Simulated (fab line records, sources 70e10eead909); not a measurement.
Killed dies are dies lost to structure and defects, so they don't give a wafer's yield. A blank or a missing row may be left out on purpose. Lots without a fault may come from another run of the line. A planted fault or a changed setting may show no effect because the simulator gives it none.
fab line records | flow nand_harc
record lots=6 wafers=18 last_day=33
route steps=1302 shown A_ONON_D1@426 END@1302
lots that met no fault: from a run of the same line without faults
start_h: hours from the record's first day to the start of the lot's first wafer shown | wait_h: hours since the lot's step before | " the same as in the row above | L1.1+2: a row that stands for several wafers | - no value, or no start given | * or withheld: withheld | < > ~ a bound
route shown NAME@n: a module of which the file shows steps, and the number in the route of the first | usual: mean/standard deviation of fault-free wafers | same: alike in all rows | chamber/n: place in a boat | sites: the reading at each site | _std_site: their standard deviation | _edge_site: outer sites' mean less inner sites' | radius_mm: how far each site lies from the wafer's centre | mask NAME#n: copy n | behind: the tool/chamber that last shaped the wafer | hold: why the lot was held/for how many hours/how that ended | device: the transistor (n, p or np) that didn't switch | end of line: the same wafers' tests at the end of the route | a step without rows: its recipe alone | killed: dies lost to structure and defects at the first sort, not the wafer's yield | map: a wafer's dies, x killed, . not, _ none there
set.NAME: the setting as run; set.NAME@STEP: as run at that earlier step | model.NAME: the simulator's own value behind a step, which no gauge read
lots at some steps of the route; a table a step, a row a wafer
services: from which hour (start_h, from the record's first day; less than 0 if before it) a tool's chamber was out of use, for how many hours, and why
## steps
# step NHARC_A_ONON_D1_DEP_03
# recipe target_thk_a=10000 n2_flow_sccm=2750 n2o_flow_sccm=2000 nh3_flow_sccm=500 sih4_flow_sccm=210 temp_c=400
# step NHARC_A_ONON_D1_THK_MEAS_05
# recipe thk_meas_gauge=ellipsometry
# usual thk_nm=999/10
# columns lot.wafer tool chamber start_h wait_h thk_nm
L477.1 film_metro-02 - 173.14 - 1008
L477.5 " - " " 1008
L477.6 " - " " 1008
L484.2 film_metro-02 - 241.19 - 1012
L484.4 " - " " 1012
L484.6 " - " " 1012
L492.1 film_metro-01 - 325.05 - 1009
L492.4 " - " " 1009
L492.5 " - " " 1012
L494.2 film_metro-02 - 343.30 - 991
L494.3 " - " " 991
L494.4 " - " " 991
L498.2 film_metro-01 - 377.54 - 996
L498.5 " - " " 996
L498.6 " - " " 994
L499.1 film_metro-01 - 392.54 - 992
L499.3 " - " " 990
L499.6 " - " " 991
# step NHARC_A_ONON_D1_DEP_06
# recipe target_thk_a=10000 n2_flow_sccm=2750 n2o_flow_sccm=2000 nh3_flow_sccm=500 sih4_flow_sccm=210 temp_c=400
# step NHARC_A_ONON_D1_THK_MEAS_08
# recipe thk_meas_gauge=ellipsometry
# usual thk_nm=1001/9.1
# columns lot.wafer tool chamber start_h wait_h thk_nm
L477.1 film_metro-02 - 173.70 - 1016
L477.5 " - " " 1014
L477.6 " - " " 1016
L484.2 film_metro-01 - 241.78 - 1002
L484.4 " - " " 1001
L484.6 " - " " 1002
L492.1 film_metro-02 - 325.62 - 1023
L492.4 " - " " 1023
L492.5 " - " " 1024
L494.2 film_metro-02 - 343.87 - 1011
L494.3 " - " " 1011
L494.4 " - " " 1012
L498.2 film_metro-01 - 378.11 - 1010
L498.5 " - " " 1011
L498.6 " - " " 1009
L499.1 film_metro-02 - 393.10 - 1008
L499.3 " - " " 1008
L499.6 " - " " 1008
# step NHARC_A_ONON_D1_DEP_09
# recipe target_thk_a=10000 n2_flow_sccm=2750 n2o_flow_sccm=2000 nh3_flow_sccm=500 sih4_flow_sccm=210 temp_c=400
# step NHARC_A_ONON_D1_THK_MEAS_11
# recipe thk_meas_gauge=ellipsometry
# usual thk_nm=1001/8.6
# columns lot.wafer tool chamber start_h wait_h thk_nm
L477.1 film_metro-02 - 174.26 - 1014
L477.5 " - " " 1013
L477.6 " - " " 1012
L484.2 film_metro-01 - 242.34 - 999
L484.4 " - " " 998
L484.6 " - " " 1000
L492.1 film_metro-02 - 326.20 - 995
L492.4 " - " " 996
L492.5 " - " " 997
L494.2 film_metro-01 - 344.44 - 1005
L494.3 " - " " 1008
L494.4 " - " " 1004
L498.2 film_metro-01 - 378.68 - 1006
L498.5 " - " " 1006
L498.6 " - " " 1005
L499.1 film_metro-02 - 393.66 - 988
L499.3 " - " " 987
L499.6 " - " " 988
# step NHARC_A_ONON_D1_DEP_12
# recipe target_thk_a=10000 n2_flow_sccm=2750 n2o_flow_sccm=2000 nh3_flow_sccm=500 sih4_flow_sccm=210 temp_c=400
# step NHARC_A_ONON_D1_THK_MEAS_14
# recipe thk_meas_gauge=ellipsometry
# usual thk_nm=1001/11
# columns lot.wafer tool chamber start_h wait_h thk_nm
L477.1 film_metro-01 - 174.83 - 1000
L477.5 " - " " 999
L477.6 " - " " 1000
L484.2 film_metro-02 - 242.91 - 1007
L484.4 " - " " 1006
L484.6 " - " " 1009
L492.1 film_metro-02 - 326.77 - 999
L492.4 " - " " 998
L492.5 " - " " 999
L494.2 film_metro-01 - 345.00 - 1001
L494.3 " - " " 1003
L494.4 " - " " 1001
L498.2 film_metro-01 - 379.24 - 995
L498.5 " - " " 995
L498.6 " - " " 994
L499.1 film_metro-01 - 394.25 - 1024
L499.3 " - " " 1024
L499.6 " - " " 1025
# step NHARC_A_ONON_D1_ANNEAL_15
# recipe temp_c=750 time_s=3600
# step NHARC_A_ONON_D1_DEP_16
# recipe target_thk_a=10000 n2_flow_sccm=2750 n2o_flow_sccm=2000 nh3_flow_sccm=500 sih4_flow_sccm=210 temp_c=400
# step NHARC_A_ONON_D1_THK_MEAS_18
# recipe thk_meas_gauge=ellipsometry
# usual thk_nm=996/9.8
# columns lot.wafer tool chamber start_h wait_h thk_nm
L477.1 film_metro-02 - 182.47 - 998
L477.5 " - " " 998
L477.6 " - " " 998
L484.2 film_metro-01 - 253.39 - 1002
L484.4 " - " " 1000
L484.6 " - " " 1001
L492.1 film_metro-01 - 334.93 - 999
L492.4 " - " " 998
L492.5 " - " " 998
L494.2 film_metro-02 - 352.78 - 977
L494.3 " - " " 976
L494.4 " - " " 975
L498.2 film_metro-01 - 387.52 - 994
L498.5 " - " " 994
L498.6 " - " " 995
L499.1 film_metro-02 - 405.06 - 1010
L499.3 " - " " 1009
L499.6 " - " " 1009
# step NHARC_A_ONON_D1_DEP_19
# recipe target_thk_a=10000 n2_flow_sccm=2750 n2o_flow_sccm=2000 nh3_flow_sccm=500 sih4_flow_sccm=210 temp_c=400
# columns lot.wafer tool chamber start_h wait_h
L477.1+5+6 pecvd_onon-01 0 182.53 0.1
L484.2+4+6 pecvd_onon-03 0 253.50 0.1
L492.1+4+5 pecvd_onon-03 0 334.99 0.1
L494.2+3+4 pecvd_onon-03 0 352.89 0.1
L498.2+5+6 pecvd_onon-01 0 387.63 0.1
L499.1+3+6 pecvd_onon-02 0 405.12 0.1
# step NHARC_A_ONON_D1_THK_MEAS_21
# recipe thk_meas_gauge=ellipsometry
# usual thk_nm=1003/6.5
# columns lot.wafer tool chamber start_h wait_h thk_nm
L477.1 film_metro-01 - 183.04 - 997
L477.5 " - " " 997
L477.6 " - " " 996
L484.2 film_metro-01 - 253.95 - 997
L484.4 " - " " 998
L484.6 " - " " 999
L492.1 film_metro-02 - 335.49 - 1711
L492.4 " - " " 1712
L492.5 " - " " 1712
L494.2 film_metro-02 - 353.34 - 1698
L494.3 " - " " 1696
L494.4 " - " " 1697
L498.2 film_metro-01 - 388.08 - 1009
L498.5 " - " " 1009
L498.6 " - " " 1009
L499.1 film_metro-02 - 405.63 - 995
L499.3 " - " " 993
L499.6 " - " " 994
# step NHARC_A_ONON_D1_DEP_22
# recipe target_thk_a=10000 n2_flow_sccm=2750 n2o_flow_sccm=2000 nh3_flow_sccm=500 sih4_flow_sccm=210 temp_c=400
# step NHARC_END_SORT_01
# recipe temp_c=25
# usual killed_at_array=55/20 killed_at_other=0.7/0.96 killed_at_periphery=4.1/2.4 killed_dies=60/20 killed_open=3.3/1.9 killed_short=2.8/1.6
# same gross_dies=677
# columns lot.wafer tool chamber start_h wait_h killed_at_array killed_at_other killed_at_periphery killed_dies killed_open killed_short
L492.1 prober-01 0 713.46 2.5 673 2 2 677 3 6
L492.4 prober-01 0 715.86 3.4 673 2 2 677 3 3
L492.5 prober-01 0 716.67 3.7 671 3 3 677 4 5
L494.2 prober-01 0 748.93 2.8 674 0 3 677 3 0
L494.3 prober-01 0 749.73 3.1 669 0 8 677 3 2
L494.4 prober-01 0 750.54 3.4 675 0 2 677 2 4
# killed by level:class
L492.1 A_ONON_D1:area_dep=580 A_CHANNEL_HOLE_D1:chamber_film_flake=28 A_SLIT:chamber_film_flake=27 A_CHANNEL_HOLE_D2:chamber_film_flake=24 A_CONTACT:chamber_film_flake=3 A_BLC:chamber_film_flake=3 A_CHANNEL_FILL_D1:geometric_particle:open=2 THIN_TSV:chamber_film_flake=2
L492.4 A_ONON_D1:area_dep=591 A_CHANNEL_HOLE_D1:chamber_film_flake=26 A_SLIT:chamber_film_flake=23 A_CHANNEL_HOLE_D2:chamber_film_flake=19 A_CONTACT:chamber_film_flake=5 A_STAIRCASE:chamber_film_flake=3 THIN_TSV:chamber_film_flake=2 P_M0:geometric_particle:open=1
L492.5 A_ONON_D1:area_dep=597 A_CHANNEL_HOLE_D1:chamber_film_flake=27 A_SLIT:chamber_film_flake=18 A_CHANNEL_HOLE_D2:chamber_film_flake=11 A_STAIRCASE:chamber_film_flake=5 THIN_TSV:chamber_film_flake=3 A_CONTACT:chamber_film_flake=3 P_M0:geometric_particle:open=1
L494.2 A_ONON_D1:area_dep=585 A_CHANNEL_HOLE_D1:chamber_film_flake=29 A_SLIT:chamber_film_flake=29 A_CHANNEL_HOLE_D2:chamber_film_flake=23 A_CONTACT:chamber_film_flake=4 P_GATE:chamber_film_flake=2 A_SOURCE_PLATE:geometric_particle:open=1 A_CHANNEL_HOLE_D1:geometric_particle:open=1
L494.3 A_ONON_D1:area_dep=589 A_CHANNEL_HOLE_D2:chamber_film_flake=28 A_SLIT:chamber_film_flake=23 A_CHANNEL_HOLE_D1:chamber_film_flake=22 P_GATE:chamber_film_flake=4 A_CONTACT:chamber_film_flake=3 P_GATE:geometric_particle:open=2 A_STAIRCASE:chamber_film_flake=2
L494.4 A_ONON_D1:area_dep=587 A_SLIT:chamber_film_flake=28 A_CHANNEL_HOLE_D1:chamber_film_flake=28 A_CHANNEL_HOLE_D2:chamber_film_flake=22 A_CONTACT:chamber_film_flake=3 A_STAIRCASE:chamber_film_flake=2 P_M0:geometric_particle:short=1 A_CHANNEL_FILL_D1:geometric_particle:short=1
# map L492.1 (x killed, . not)
____________x____________
_________xxxxxxx_________
_______xxxxxxxxxxx_______
______xxxxxxxxxxxxx______
_____xxxxxxxxxxxxxxx_____
____xxxxxxxxxxxxxxxxx____
____xxxxxxxxxxxxxxxxx____
___xxxxxxxxxxxxxxxxxxx___
___xxxxxxxxxxxxxxxxxxx___
__xxxxxxxxxxxxxxxxxxxxx__
__xxxxxxxxxxxxxxxxxxxxx__
_xxxxxxxxxxxxxxxxxxxxxxx_
_xxxxxxxxxxxxxxxxxxxxxxx_
_xxxxxxxxxxxxxxxxxxxxxxx_
_xxxxxxxxxxxxxxxxxxxxxxx_
_xxxxxxxxxxxxxxxxxxxxxxx_
xxxxxxxxxxxxxxxxxxxxxxxxx
xxxxxxxxxxxxxxxxxxxxxxxxx
xxxxxxxxxxxxxxxxxxxxxxxxx
xxxxxxxxxxxxxxxxxxxxxxxxx
xxxxxxxxxxxxxxxxxxxxxxxxx
_xxxxxxxxxxxxxxxxxxxxxxx_
_xxxxxxxxxxxxxxxxxxxxxxx_
_xxxxxxxxxxxxxxxxxxxxxxx_
_xxxxxxxxxxxxxxxxxxxxxxx_
_xxxxxxxxxxxxxxxxxxxxxxx_
__xxxxxxxxxxxxxxxxxxxxx__
__xxxxxxxxxxxxxxxxxxxxx__
___xxxxxxxxxxxxxxxxxxx___
___xxxxxxxxxxxxxxxxxxx___
____xxxxxxxxxxxxxxxxx____
____xxxxxxxxxxxxxxxxx____
_____xxxxxxxxxxxxxxx_____
______xxxxxxxxxxxxx______
_______xxxxxxxxxxx_______
_________xxxxxxx_________
____________x____________
# map L494.2 (x killed, . not)
____________x____________
_________xxxxxxx_________
_______xxxxxxxxxxx_______
______xxxxxxxxxxxxx______
_____xxxxxxxxxxxxxxx_____
____xxxxxxxxxxxxxxxxx____
____xxxxxxxxxxxxxxxxx____
___xxxxxxxxxxxxxxxxxxx___
___xxxxxxxxxxxxxxxxxxx___
__xxxxxxxxxxxxxxxxxxxxx__
__xxxxxxxxxxxxxxxxxxxxx__
_xxxxxxxxxxxxxxxxxxxxxxx_
_xxxxxxxxxxxxxxxxxxxxxxx_
_xxxxxxxxxxxxxxxxxxxxxxx_
_xxxxxxxxxxxxxxxxxxxxxxx_
_xxxxxxxxxxxxxxxxxxxxxxx_
xxxxxxxxxxxxxxxxxxxxxxxxx
xxxxxxxxxxxxxxxxxxxxxxxxx
xxxxxxxxxxxxxxxxxxxxxxxxx
xxxxxxxxxxxxxxxxxxxxxxxxx
xxxxxxxxxxxxxxxxxxxxxxxxx
_xxxxxxxxxxxxxxxxxxxxxxx_
_xxxxxxxxxxxxxxxxxxxxxxx_
_xxxxxxxxxxxxxxxxxxxxxxx_
_xxxxxxxxxxxxxxxxxxxxxxx_
_xxxxxxxxxxxxxxxxxxxxxxx_
__xxxxxxxxxxxxxxxxxxxxx__
__xxxxxxxxxxxxxxxxxxxxx__
___xxxxxxxxxxxxxxxxxxx___
___xxxxxxxxxxxxxxxxxxx___
____xxxxxxxxxxxxxxxxx____
____xxxxxxxxxxxxxxxxx____
_____xxxxxxxxxxxxxxx_____
______xxxxxxxxxxxxx______
_______xxxxxxxxxxx_______
_________xxxxxxx_________
____________x____________
## services
# columns tool chamber start_h hours kind
pecvd_onon-02 - 185.09 13.0 pm
pecvd_onon-03 - 227.00 13.0 pm
pecvd_onon-01 - 269.00 13.0 pm
pecvd_onon-02 - 366.09 13.0 pm
## key
first_sign step=NHARC_A_ONON_D1_THK_MEAS_21 reading=thk_nm direction=up sigmas=99+ usual=1003 struck=1705
effect step=NHARC_END_SORT_01 reading=killed_dies direction=up sigmas=31 usual=60 struck=677
more_kills_born_at NHARC_A_ONON_D1_DEP_19@pecvd_onon-03=3529
met_at NHARC_A_ONON_D1_DEP_19
struck_wafers L492.1,L492.4,L492.5,L494.2,L494.3,L494.4
later_rows_left_out L492.1,L492.4,L492.5,L494.2,L494.3,L494.4
tester_left_out L492,L494
onset_between 253.50 334.99
fault kind=process_parameter_drift tool=pecvd_onon-03 chamber=- onset_h=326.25 steps=NHARC_A_ONON_D1_DEP_19 channel=target_thk_a offset=* shape=step end_h=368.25 acts_in=* stated=*
# tester_left_out: of these lots the tester's yield and bins aren't shown, on N5 and GAA mostly nor the transistor test; their killed dies are dies lost to structure and defects alone, not to doping, threshold or leakage, so they don't give the yield
# later_rows_left_out: the simulator's readings of these wafers behind a module that went badly wrong aren't trusted and aren't shown, but for the sort
